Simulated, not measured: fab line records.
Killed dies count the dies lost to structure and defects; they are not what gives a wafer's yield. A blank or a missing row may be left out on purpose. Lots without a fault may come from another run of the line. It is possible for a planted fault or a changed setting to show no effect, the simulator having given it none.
Which tool did it? :: flow n5-finfet :: Sampling: 8 lots, 24 wafers, 5 of 1938 route steps

WHAT THE GAUGES READ, wafer by wafer
N5_BEOL_M4_RC_MEAS_101.
lot: L732
measured: day 9 13:01
on: prober-01
DIBL_N (mV/V): 33.9 35.4 35.7
DIBL_P (mV/V): 34.2 35.7 36.5
IOFF_N (nA/um): 0.12 0.16 0.17
IOFF_N_85C (nA/um): 2.5 3.2 3.3
IOFF_N_LIN (nA/um): 0.060 0.076 0.080
IOFF_N_LONG (nA/um): 5.52e-05 5.51e-05 5.61e-05
IOFF_P (nA/um): 0.17 0.19 0.21
IOFF_P_LIN (nA/um): 0.080 0.088 0.095
IOFF_P_LONG (nA/um): 9.2e-05 9e-05 9.7e-05
ION_N (uA/um): 659 677 694
ION_P (uA/um): 451 457 467
SS_N (mV/dec): 71.3 71.1 70.8
SS_P (mV/dec): 73.7 73.4 73.6
VT_N (mV): 252 250 246
VT_N_LONG (mV): 274.8 275.5 275.7
VT_N_LVT (mV): 102 98 96
VT_P (mV): -257 -253 -252
VT_P_LONG (mV): -279.4 -280.3 -280.6
VT_P_LVT (mV): -102.2 -101.5 -99.6

lot: L733
measured: day 9 15:42
on: prober-02
DIBL_N (mV/V): 33.4 30.8 33.7
DIBL_P (mV/V): 33.8 32.2 34.7
IOFF_N (nA/um): 0.13 0.10 0.14
IOFF_N_85C (nA/um): 2.6 2.1 2.9
IOFF_N_LIN (nA/um): 0.063 0.052 0.068
IOFF_N_LONG (nA/um): 5.62e-05 5.47e-05 5.56e-05
IOFF_P (nA/um): 0.17 0.16 0.19
IOFF_P_LIN (nA/um): 0.090 0.086 0.098
IOFF_P_LONG (nA/um): 0.00011 0.000115 0.000107
ION_N (uA/um): 678 659 679
ION_P (uA/um): 460 462 465
SS_N (mV/dec): 70.8 70.2 70.8
SS_P (mV/dec): 72.1 72.1 72.4
VT_N (mV): 252 257 249
VT_N_LONG (mV): 273.9 275.8 273.5
VT_N_LVT (mV): 100 103 98
VT_P (mV): -251 -254 -253
VT_P_LONG (mV): -278.2 -273.6 -274.9
VT_P_LVT (mV): -100.6 -100.1 -99.0

lot: L738
measured: day 10 19:05
on: prober-01
DIBL_N (mV/V): 35.2 32.3 35.6
DIBL_P (mV/V): 34.8 32.9 36.0
IOFF_N (nA/um): 0.14 0.11 0.14
IOFF_N_85C (nA/um): 2.7 2.2 2.8
IOFF_N_LIN (nA/um): 0.066 0.056 0.068
IOFF_N_LONG (nA/um): 5.2e-05 5.15e-05 5.25e-05
IOFF_P (nA/um): 0.18 0.16 0.19
IOFF_P_LIN (nA/um): 0.085 0.079 0.091
IOFF_P_LONG (nA/um): 9.8e-05 0.000101 9.4e-05
ION_N (uA/um): 665 655 667
ION_P (uA/um): 455 454 461
SS_N (mV/dec): 71.1 70.3 71.0
SS_P (mV/dec): 72.2 71.8 72.8
VT_N (mV): 253 254 251
VT_N_LONG (mV): 276.7 275.3 274.8
VT_N_LVT (mV): 100 103 100
VT_P (mV): -255 -252 -254
VT_P_LONG (mV): -280.7 -278.4 -277.0
VT_P_LVT (mV): -103.1 -103.8 -102.6

lot: L747
measured: day 13 11:36
on: prober-02
DIBL_N (mV/V): 35.1 35.3 35.8
DIBL_P (mV/V): 36.3 35.5 37.0
IOFF_N (nA/um): 0.03 0.15 0.16
IOFF_N_85C (nA/um): 0.7 2.9 3.1
IOFF_N_LIN (nA/um): 0.012 0.069 0.074
IOFF_N_LONG (nA/um): 2.55e-05 5.8e-05 5.64e-05
IOFF_P (nA/um): 0.36 0.19 0.23
IOFF_P_LIN (nA/um): 0.164 0.093 0.105
IOFF_P_LONG (nA/um): 0.000163 0.00011 0.000117
ION_N (uA/um): 556 677 677
ION_P (uA/um): 480 457 463
SS_N (mV/dec): 71.1 70.9 71.8
SS_P (mV/dec): 73.1 73.1 73.0
VT_N (mV): 297 251 250
VT_N_LONG (mV): 322.9 275.0 275.7
VT_N_LVT (mV): 148 100 99
VT_P (mV): -237 -252 -248
VT_P_LONG (mV): -259.4 -274.6 -271.2
VT_P_LVT (mV): -84.5 -100.6 -98.1

lot: L749
measured: day 13 14:39
on: prober-01
DIBL_N (mV/V): 36.3 32.1 32.0
DIBL_P (mV/V): 34.9 30.5 30.6
IOFF_N (nA/um): 0.13 0.01 0.09
IOFF_N_85C (nA/um): 2.6 0.4 1.8
IOFF_N_LIN (nA/um): 0.061 0.008 0.044
IOFF_N_LONG (nA/um): 5.24e-05 2.42e-05 5.14e-05
IOFF_P (nA/um): 0.19 0.22 0.14
IOFF_P_LIN (nA/um): 0.091 0.119 0.075
IOFF_P_LONG (nA/um): 0.000106 0.000159 0.000109
ION_N (uA/um): 659 545 647
ION_P (uA/um): 452 469 452
SS_N (mV/dec): 71.5 69.7 69.8
SS_P (mV/dec): 73.4 72.0 71.9
VT_N (mV): 252 306 259
VT_N_LONG (mV): 276.5 328.6 276.6
VT_N_LVT (mV): 103 157 108
VT_P (mV): -250 -243 -254
VT_P_LONG (mV): -275.9 -260.7 -273.9
VT_P_LVT (mV): -102.9 -91.9 -105.2

lot: L753
measured: day 14 21:56
on: prober-02
DIBL_N (mV/V): 36.0 39.7 38.7
DIBL_P (mV/V): 34.2 38.0 37.5
IOFF_N (nA/um): 0.14 0.20 0.18
IOFF_N_85C (nA/um): 2.7 3.7 3.4
IOFF_N_LIN (nA/um): 0.067 0.088 0.081
IOFF_N_LONG (nA/um): 5.83e-05 5.82e-05 5.85e-05
IOFF_P (nA/um): 0.21 0.28 0.26
IOFF_P_LIN (nA/um): 0.108 0.130 0.122
IOFF_P_LONG (nA/um): 0.000119 0.000125 0.00012
ION_N (uA/um): 677 687 677
ION_P (uA/um): 467 476 471
SS_N (mV/dec): 71.6 71.6 71.9
SS_P (mV/dec): 73.0 73.2 73.5
VT_N (mV): 251 247 247
VT_N_LONG (mV): 275.0 274.6 277.5
VT_N_LVT (mV): 101 98 99
VT_P (mV): -244 -243 -245
VT_P_LONG (mV): -271.6 -271.2 -269.3
VT_P_LVT (mV): -98.4 -95.4 -96.9

lot: L754
measured: day 15 02:20
on: prober-02
DIBL_N (mV/V): 37.0 37.4 35.2
DIBL_P (mV/V): 38.6 39.4 37.4
IOFF_N (nA/um): 0.19 0.20 0.17
IOFF_N_85C (nA/um): 3.6 3.9 3.3
IOFF_N_LIN (nA/um): 0.087 0.091 0.080
IOFF_N_LONG (nA/um): 5.69e-05 5.83e-05 5.67e-05
IOFF_P (nA/um): 0.23 0.23 0.21
IOFF_P_LIN (nA/um): 0.100 0.103 0.096
IOFF_P_LONG (nA/um): 0.000108 0.0001 0.000102
ION_N (uA/um): 689 696 681
ION_P (uA/um): 460 470 468
SS_N (mV/dec): 71.7 72.3 71.6
SS_P (mV/dec): 74.1 73.4 73.8
VT_N (mV): 247 247 250
VT_N_LONG (mV): 271.6 272.0 273.3
VT_N_LVT (mV): 96 94 96
VT_P (mV): -250 -251 -251
VT_P_LONG (mV): -277.3 -276.8 -276.7
VT_P_LVT (mV): -98.8 -99.8 -100.4

lot: L755
measured: day 15 05:06
on: prober-01
DIBL_N (mV/V): 36.0 37.5 36.2
DIBL_P (mV/V): 35.5 37.4 36.2
IOFF_N (nA/um): 0.14 0.18 0.16
IOFF_N_85C (nA/um): 2.8 3.3 2.9
IOFF_N_LIN (nA/um): 0.069 0.081 0.074
IOFF_N_LONG (nA/um): 5.49e-05 5.56e-05 5.61e-05
IOFF_P (nA/um): 0.20 0.24 0.21
IOFF_P_LIN (nA/um): 0.098 0.111 0.103
IOFF_P_LONG (nA/um): 0.000108 0.000105 0.000111
ION_N (uA/um): 676 682 678
ION_P (uA/um): 466 473 466
SS_N (mV/dec): 70.8 71.7 71.3
SS_P (mV/dec): 73.0 73.2 73.0
VT_N (mV): 251 249 250
VT_N_LONG (mV): 274.2 273.0 275.7
VT_N_LVT (mV): 101 97 97
VT_P (mV): -249 -247 -248
VT_P_LONG (mV): -274.5 -274.6 -273.3
VT_P_LVT (mV): -99.4 -97.3 -99.1

WHAT TOOL EACH LOT RAN ON (gives the tool, then ch and the chambers of the sampled wafers, and finally the start)
lot: L732
N5_HKMG_FIN_STRIP_60: plasma-asher-01 ch 0, day 4 01:13
N5_HKMG_FIN_STRIP_92: rie-diel-04 ch 0,3, day 4 04:05
N5_HKMG_FIN_NWFM_ALD_20: ald-metal-04 ch 0,1,2, day 4 05:35
N5_GATE_CUT_STRIP_59: rie-diel-01 ch 0,1,2, day 4 08:26

lot: L733
N5_HKMG_FIN_STRIP_60: plasma-asher-01 ch 0,1, day 4 11:26
N5_HKMG_FIN_STRIP_92: rie-diel-03 ch 0,2, day 4 14:49
N5_HKMG_FIN_NWFM_ALD_20: ald-metal-03 ch 1,2, day 4 16:19
N5_GATE_CUT_STRIP_59: rie-diel-02 ch 0,1,3, day 4 19:11

lot: L738
N5_HKMG_FIN_STRIP_60: plasma-asher-02 ch 0,1, day 5 13:24
N5_HKMG_FIN_STRIP_92: rie-diel-04 ch 0,1,3, day 5 16:19
N5_HKMG_FIN_NWFM_ALD_20: ald-metal-04 ch 1,2,3, day 5 17:49
N5_GATE_CUT_STRIP_59: rie-diel-05 ch 0,1,2, day 5 20:41

lot: L747
N5_HKMG_FIN_STRIP_60: plasma-asher-02 ch 0, day 7 20:31
N5_HKMG_FIN_STRIP_92: rie-diel-04 ch 0,2, day 7 23:32
N5_HKMG_FIN_NWFM_ALD_20: ald-metal-04 ch 1,2,3, day 8 01:04
N5_GATE_CUT_STRIP_59: rie-diel-01 ch 1,3, day 8 03:55

lot: L749
N5_HKMG_FIN_STRIP_60: plasma-asher-01 ch 0,1, day 8 09:18
N5_HKMG_FIN_STRIP_92: rie-diel-06 ch 0,2,3, day 8 12:14
N5_HKMG_FIN_NWFM_ALD_20: ald-metal-04 ch 0,2,3, day 8 13:44
N5_GATE_CUT_STRIP_59: rie-diel-01 ch 0,1,3, day 8 16:35

lot: L753
N5_HKMG_FIN_STRIP_60: plasma-asher-02 ch 0,1, day 9 07:28
N5_HKMG_FIN_STRIP_92: rie-diel-03 ch 1,3, day 9 10:32
N5_HKMG_FIN_NWFM_ALD_20: ald-metal-01 ch 0,2,3, day 9 12:19
N5_GATE_CUT_STRIP_59: rie-diel-02 ch 0,2,3, day 9 15:13

lot: L754
N5_HKMG_FIN_STRIP_60: plasma-asher-01 ch 0,1, day 9 12:26
N5_HKMG_FIN_STRIP_92: rie-diel-06 ch 0,1,3, day 9 16:05
N5_HKMG_FIN_NWFM_ALD_20: ald-metal-01 ch 0,2,3, day 9 17:35
N5_GATE_CUT_STRIP_59: rie-diel-01 ch 0,2, day 9 20:27

lot: L755
N5_HKMG_FIN_STRIP_60: plasma-asher-02 ch 0,1, day 9 18:19
N5_HKMG_FIN_STRIP_92: rie-diel-06 ch 0,1,2, day 9 21:08
N5_HKMG_FIN_NWFM_ALD_20: ald-metal-03 ch 1,2,3, day 9 22:39
N5_GATE_CUT_STRIP_59: rie-diel-02 ch 2,3, day 10 01:37
- N5_HKMG_FIN_STRIP_60: strips in N2/H2, time 360 s.
- N5_HKMG_FIN_STRIP_92: strips SOC in N2/H2, time 20 s.
- N5_HKMG_FIN_NWFM_ALD_20: deposits TiAlC, target thk 2 nm, pulse time 3 s, purge time 2 s.
- N5_GATE_CUT_STRIP_59: strips in N2/H2, time 20 s.

WHAT THE TOOLS THEMSELVES READ (means of the sampled wafers that have a number; where no wafer has one, the mark that the record gives instead)
N5_HKMG_FIN_STRIP_60.
lot: L732
tool: plasma-asher-01
drypump-motor-current-A (A): 6.44
heater-power-w (W): 422
n2-flow-sccm (sccm): 1750
temp-c (C): 299.86

lot: L733
tool: plasma-asher-01
drypump-motor-current-A (A): 6.41
heater-power-w (W): 435
n2-flow-sccm (sccm): 1747
temp-c (C): 300.09

lot: L738
tool: plasma-asher-02
drypump-motor-current-A (A): 6.38
heater-power-w (W): 472
n2-flow-sccm (sccm): 1749
temp-c (C): 299.85

lot: L747
tool: plasma-asher-02
drypump-motor-current-A (A): 6.23
heater-power-w (W): 442
n2-flow-sccm (sccm): 1752
temp-c (C): 300.01

lot: L749
tool: plasma-asher-01
drypump-motor-current-A (A): 6.43
heater-power-w (W): 439
n2-flow-sccm (sccm): 1753
temp-c (C): 299.94

lot: L753
tool: plasma-asher-02
drypump-motor-current-A (A): 6.36
heater-power-w (W): 475
n2-flow-sccm (sccm): 1750
temp-c (C): 300.09

lot: L754
tool: plasma-asher-01
drypump-motor-current-A (A): 6.41
heater-power-w (W): 435
n2-flow-sccm (sccm): 1749
temp-c (C): 300.01

lot: L755
tool: plasma-asher-02
drypump-motor-current-A (A): 6.37
heater-power-w (W): 480
n2-flow-sccm (sccm): 1746
temp-c (C): 299.95

N5_HKMG_FIN_STRIP_92.
lot: L732
tool: rie-diel-04
drypump-motor-current-A (A): 5.2
n2-flow-sccm (sccm): 300.1
oes-product-au (a.u.): 0.82
rf-fwd-power-W (W): 495.7
rf-vpp-V (V): 54.3
showerhead-plenum-p-Torr (Torr): 3.29
temp-c (C): 39.92
throttle-valve-pct (%): 19.0

lot: L733
tool: rie-diel-03
drypump-motor-current-A (A): 5.5
n2-flow-sccm (sccm): 300.1
oes-product-au (a.u.): 0.85
rf-fwd-power-W (W): 496.6
rf-vpp-V (V): 54.1
showerhead-plenum-p-Torr (Torr): 3.35
temp-c (C): 39.91
throttle-valve-pct (%): 19.1

lot: L738
tool: rie-diel-04
drypump-motor-current-A (A): 5.5
n2-flow-sccm (sccm): 300.3
oes-product-au (a.u.): 0.77
rf-fwd-power-W (W): 495.1
rf-vpp-V (V): 54.2
showerhead-plenum-p-Torr (Torr): 3.27
temp-c (C): 40.00
throttle-valve-pct (%): 18.7

lot: L747
tool: rie-diel-04
drypump-motor-current-A (A): 5.5
n2-flow-sccm (sccm): 299.9
oes-product-au (a.u.): 0.77
rf-fwd-power-W (W): 495.8
rf-vpp-V (V): 54.0
showerhead-plenum-p-Torr (Torr): 3.27
temp-c (C): 40.01
throttle-valve-pct (%): 19.2

lot: L749
tool: rie-diel-06
drypump-motor-current-A (A): 5.2
n2-flow-sccm (sccm): 299.7
oes-product-au (a.u.): 0.85
rf-fwd-power-W (W): 496.1
rf-vpp-V (V): 53.9
showerhead-plenum-p-Torr (Torr): 3.46
temp-c (C): 40.11
throttle-valve-pct (%): 18.9

lot: L753
tool: rie-diel-03
drypump-motor-current-A (A): 6.1
n2-flow-sccm (sccm): 299.1
oes-product-au (a.u.): 0.79
rf-fwd-power-W (W): 497.1
rf-vpp-V (V): 53.9
showerhead-plenum-p-Torr (Torr): 3.33
temp-c (C): 40.00
throttle-valve-pct (%): 18.5

lot: L754
tool: rie-diel-06
drypump-motor-current-A (A): 5.4
n2-flow-sccm (sccm): 299.5
oes-product-au (a.u.): 0.91
rf-fwd-power-W (W): 496.7
rf-vpp-V (V): 54.2
showerhead-plenum-p-Torr (Torr): 3.51
temp-c (C): 39.89
throttle-valve-pct (%): 18.9

lot: L755
tool: rie-diel-06
drypump-motor-current-A (A): 5.5
n2-flow-sccm (sccm): 300.5
oes-product-au (a.u.): 0.83
rf-fwd-power-W (W): 496.3
rf-vpp-V (V): 54.3
showerhead-plenum-p-Torr (Torr): 3.46
temp-c (C): 39.96
throttle-valve-pct (%): 19.0

N5_HKMG_FIN_NWFM_ALD_20.
lot: L732
tool: ald-metal-04
heater-power-w (W): 442
precursor-pulse-height-rel: 1.012
susceptor-temp-C (C): 299.98

lot: L733
tool: ald-metal-03
heater-power-w (W): 515
precursor-pulse-height-rel: 1.002
susceptor-temp-C (C): 300.20

lot: L738
tool: ald-metal-04
heater-power-w (W): 424
precursor-pulse-height-rel: 1.000
susceptor-temp-C (C): 300.08

lot: L747
tool: ald-metal-04
heater-power-w (W): 437
precursor-pulse-height-rel: 0.996
susceptor-temp-C (C): 299.98

lot: L749
tool: ald-metal-04
heater-power-w (W): 430
precursor-pulse-height-rel: 1.012
susceptor-temp-C (C): 300.15

lot: L753
tool: ald-metal-01
heater-power-w (W): 476
precursor-pulse-height-rel: 0.987
susceptor-temp-C (C): 299.92

lot: L754
tool: ald-metal-01
heater-power-w (W): 469
precursor-pulse-height-rel: 0.992
susceptor-temp-C (C): 300.04

lot: L755
tool: ald-metal-03
heater-power-w (W): 543
precursor-pulse-height-rel: 1.006
susceptor-temp-C (C): 299.85

N5_GATE_CUT_STRIP_59.
lot: L732
tool: rie-diel-01
drypump-motor-current-A (A): 6.0
n2-flow-sccm (sccm): 300.0
oes-product-au (a.u.): 0.78
rf-vpp-V (V): 44.1
showerhead-plenum-p-Torr (Torr): 3.38
temp-c (C): 40.03
throttle-valve-pct (%): 12.44

lot: L733
tool: rie-diel-02
drypump-motor-current-A (A): 5.8
n2-flow-sccm (sccm): 300.6
oes-product-au (a.u.): 0.81
rf-vpp-V (V): 45.1
showerhead-plenum-p-Torr (Torr): 3.52
temp-c (C): 40.01
throttle-valve-pct (%): 12.27

lot: L738
tool: rie-diel-05
drypump-motor-current-A (A): 5.7
n2-flow-sccm (sccm): 300.5
oes-product-au (a.u.): 0.75
rf-vpp-V (V): 45.9
showerhead-plenum-p-Torr (Torr): 3.36
temp-c (C): 39.98
throttle-valve-pct (%): 12.21

lot: L747
tool: rie-diel-01
drypump-motor-current-A (A): 5.8
n2-flow-sccm (sccm): 299.6
oes-product-au (a.u.): 0.75
rf-vpp-V (V): 45.5
showerhead-plenum-p-Torr (Torr): 3.46
temp-c (C): 40.02
throttle-valve-pct (%): 12.50

lot: L749
tool: rie-diel-01
drypump-motor-current-A (A): 6.0
n2-flow-sccm (sccm): 300.5
oes-product-au (a.u.): 0.80
rf-vpp-V (V): 46.7
showerhead-plenum-p-Torr (Torr): 3.45
temp-c (C): 40.08
throttle-valve-pct (%): 12.38

lot: L753
tool: rie-diel-02
drypump-motor-current-A (A): 6.0
n2-flow-sccm (sccm): 300.4
oes-product-au (a.u.): 0.77
rf-vpp-V (V): 45.4
showerhead-plenum-p-Torr (Torr): 3.48
temp-c (C): 39.86
throttle-valve-pct (%): 12.31

lot: L754
tool: rie-diel-01
drypump-motor-current-A (A): 6.0
n2-flow-sccm (sccm): 299.0
oes-product-au (a.u.): 0.94
rf-vpp-V (V): 45.6
showerhead-plenum-p-Torr (Torr): 3.52
temp-c (C): 39.99
throttle-valve-pct (%): 12.01

lot: L755
tool: rie-diel-02
drypump-motor-current-A (A): 6.2
n2-flow-sccm (sccm): 300.3
oes-product-au (a.u.): 0.75
rf-vpp-V (V): 45.7
showerhead-plenum-p-Torr (Torr): 3.42
temp-c (C): 40.06
throttle-valve-pct (%): 12.21

THE ANSWER, worked out from the rows above alone
Rule: usual is defined by the lots themselves. The widest of any qualifying gaps counts: lots, ordered by their means at a reading, are off when they make up no more than a third of the lots, leave a main group of 4 or more, and stand apart from it by 3 or more times the standard deviation of that group's means. A main group is skipped when, at the precision printed for the reading in the tables above, its means are all equal. A lot without any number at a reading at which 4 lots or more have one is off too. All remaining lots with rows at the step are treated as sound. After the gauges, taken in route order, come the tools' own readings; for these a lot's mean is taken, as printed above. At the first step where some lot is off, the reading lying furthest off is the one used; lots without a number count as furthest.
Off: L747, L749, at N5_BEOL_M4_RC_MEAS_101 (VT_N_LONG). The main group: mean 274.6 mV, standard deviation 1.2.
A tool fits if, at a process step before that reading, it ran every lot that is off, and no sound lot after the first of them. The gauges at N5_BEOL_M4_RC_MEAS_101 are tried like those tools. One candidate fits, namely ald-metal-04 at N5_HKMG_FIN_NWFM_ALD_20. A fault onset in the window from L738 (day 5 17:49, its last sound lot) to L747 (day 8 01:04, its first lot off) fits.

WHAT THE SIMULATOR HAD INSERTED
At N5_HKMG_FIN_NWFM_ALD_20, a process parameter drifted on ald-metal-04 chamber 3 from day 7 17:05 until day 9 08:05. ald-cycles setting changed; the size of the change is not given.
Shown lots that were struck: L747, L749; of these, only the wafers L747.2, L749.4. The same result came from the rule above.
